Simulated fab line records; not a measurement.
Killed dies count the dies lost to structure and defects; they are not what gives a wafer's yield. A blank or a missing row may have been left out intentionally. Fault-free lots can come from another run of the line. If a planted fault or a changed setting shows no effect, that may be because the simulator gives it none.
Chamber matching -- flow nand harc -- NHARC_A_BLC_DESCUM_15 on rie diel-13: 3 sister chambers
The step chemistry O2, time 3 s. 6 wafers are shown with their chamber, then 6 later ones without.

== WAFERS, EACH WITH ITS CHAMBER ==
wafer,chamber,oes product au (a.u.),throttle valve pct (%)
L770.6,1,1.001,11.300
L769.6,1,0.993,11.311
L775.1,2,1.006,11.312
L775.4,0,0.987,11.321
L778.1,2,1.003,11.315
L778.2,0,1.000,11.303

== WAFERS WITH NO CHAMBER GIVEN ==
wafer,oes product au (a.u.),throttle valve pct (%)
L778.6,0.996,11.314
L788.4,0.986,11.310
L788.5,0.986,11.298
L790.1,1.012,11.301
L790.2,0.978,11.315
L790.5,0.985,11.317

== THE CHAMBER EACH PASSED THROUGH ==
wafer,from the rows above,in truth
L778.6,can't be placed: 0 or 1 or 2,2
L788.4,can't be placed: 0 or 1 or 2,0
L788.5,can't be placed: 1 or 0 or 2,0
L790.1,can't be placed: 2 or 1 or 0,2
L790.2,can't be placed: 0 or 1 or 2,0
L790.5,can't be placed: 0 or 1 or 2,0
Correctly placed: 0 of 6. Not placeable from these rows: 6 (in 6, the candidates include the true chamber). Placed wrongly: 0.
How it was worked out, from the rows above alone: a wafer's distance from a chamber is the root of the sum, over the readings, of the square of ((its reading less the chamber's mean) divided by the reading's scatter). If the next closest chamber is less than 2 further off than the closest, the wafer can't be placed; otherwise it belongs to the closest. Each chamber's mean is taken over the wafers shown for it. The scatter: the root of (the sum of the squares of (reading less its chamber's mean) over the shown wafers, divided by (wafers less chambers)).
